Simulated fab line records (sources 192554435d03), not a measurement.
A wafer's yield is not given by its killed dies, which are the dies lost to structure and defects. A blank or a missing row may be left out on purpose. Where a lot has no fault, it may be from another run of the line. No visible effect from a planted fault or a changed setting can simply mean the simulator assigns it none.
Split-lot trial -- flow n5-finfet -- 21 wafers read from 7 lots, route of 1938 steps

ABOUT THE SPLIT
At N5_BEOL_M9_COAT_22 (resist thk 30 nm), the setting spin-rpm was moved away from the recipe's 1500 rpm on 8 of the 21 wafers read, by -10.9% to -7.3%. For the rest of the wafers, this setting stayed at what the recipe calls for.

FROM THE SPLIT TO THE READING: what the file shows between them, 4 steps
- N5_BEOL_M9_EBR_24
- N5_BEOL_M9_SOFTBAKE_23: time 60 s
- N5_BEOL_M9_EXPOSE_25: exposes mask V8
- N5_BEOL_M9_PEB_26: peb time 60 s

THE READING
CAR-EUV_of_BEOL_M9_COAT_22.thk-nm (the simulator's own value, which no gauge read), in nm, at N5_BEOL_M9_DEVELOP_27 (develop time 30 s). The file does not state a usual value for it. The 13 wafers here that ran the recipe average 29.4 nm, standard deviation 0.084 nm.

wafer,"tool, chamber at the split","spin-rpm as run, rpm",against the recipe,"CAR-EUV_of_BEOL_M9_COAT_22.thk-nm, nm",against lot-mates on the recipe
L078.2,"litho-track-02, 0",1500,recipe,29.4,-
L078.3,"litho-track-02, 0",1500,recipe,29.4,-
L078.4,"litho-track-02, 0",1500,recipe,29.4,-
L083.4,"litho-track-01, 0",1500,recipe,29.4,-
L083.5,"litho-track-01, 0",1500,recipe,29.4,-
L083.6,"litho-track-01, 0",1500,recipe,29.4,-
L085.2,"litho-track-01, 0",1391,-7.3%,30.6,+1.0
L085.5,"litho-track-01, 0",1391,-7.3%,30.6,+1.0
L085.3,"litho-track-01, 0",1500,recipe,29.6,-
L088.1,"litho-track-01, 0",1500,recipe,29.4,-
L088.2,"litho-track-01, 0",1500,recipe,29.6,-
L088.3,"litho-track-01, 0",1337,-10.9%,31.2,+1.7
L089.4,"litho-track-02, 0",1362,-9.2%,31,+1.6
L089.6,"litho-track-02, 0",1362,-9.2%,31,+1.6
L089.5,"litho-track-02, 0",1500,recipe,29.4,-
L092.2,"litho-track-02, 0",1500,recipe,29.4,-
L092.6,"litho-track-02, 0",1500,recipe,29.4,-
L092.3,"litho-track-02, 0",1500,recipe,29.6,-
L095.2,"litho-track-01, 0",1359,-9.4%,31,no lot-mate on the recipe
L095.3,"litho-track-01, 0",1359,-9.4%,31,no lot-mate on the recipe
L095.5,"litho-track-01, 0",1359,-9.4%,31,no lot-mate on the recipe

THE FIT
A straight line over all 21 wafers: CAR-EUV_of_BEOL_M9_COAT_22.thk-nm changes by -0.165 nm for each +1% of spin-rpm; r = -1.00; the points scatter about the line by 0.073 nm.
The same after taking each lot's own level away (the mean of its wafers on the recipe; 18 wafers): -0.159 nm for each +1%; r = -0.99; scatter 0.091 nm.
According to that fit, moving spin-rpm by its largest amount changes the reading by 1.7 nm.
Across the lots, their own levels run from 29.40 to 29.60 nm, a range of 2.4 times the standard deviation given above.
Hence the lot-to-lot level has little effect on the slope; both slopes agree.
Check: +1.74 nm against its lot-mates is what the line predicts for one of the wafers moved furthest among these (-10.9%) when that wafer is left out of the fit. Against them it came out at +1.7 nm.

ADDITIONAL SPLITS CARRIED BY THESE WAFERS
Before the reading, these wafers also passed through other splits. Each is held against what the fit with the lots' levels taken away leaves over:
other split on the same wafers,wafers away from the commonest value,r with CAR-EUV_of_BEOL_M9_COAT_22.thk-nm (lot level and that fit taken away)
N5_BEOL_M7_COAT_05 spin-rpm,1,-
N5_BEOL_M7_ETCH_41 source-w,7,-0.08
N5_BEOL_M9_COAT_64 spin-rpm,3,+0.05

THE WHOLE CHAIN: every reading that the file lists as answering this split, in the file's order
step,what it does,reading,change (the file's fit),r (the file's)
N5_BEOL_M9_COAT_22,resist thk 30 nm,"CAR-EUV_of_BEOL_M9_COAT_22.thk-nm (the simulator's own value, which no gauge read)",-0.155 nm for each +1% of the setting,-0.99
N5_BEOL_M9_DEVELOP_27,develop time 30 s,"CAR-EUV_of_BEOL_M9_COAT_22.thk-nm (the simulator's own value, which no gauge read)",-0.158 nm for each +1% of the setting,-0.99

THE FILE'S OWN FIT
CAR-EUV_of_BEOL_M9_COAT_22.thk-nm changes by -0.158 nm for each +1% of spin-rpm, r = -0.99.
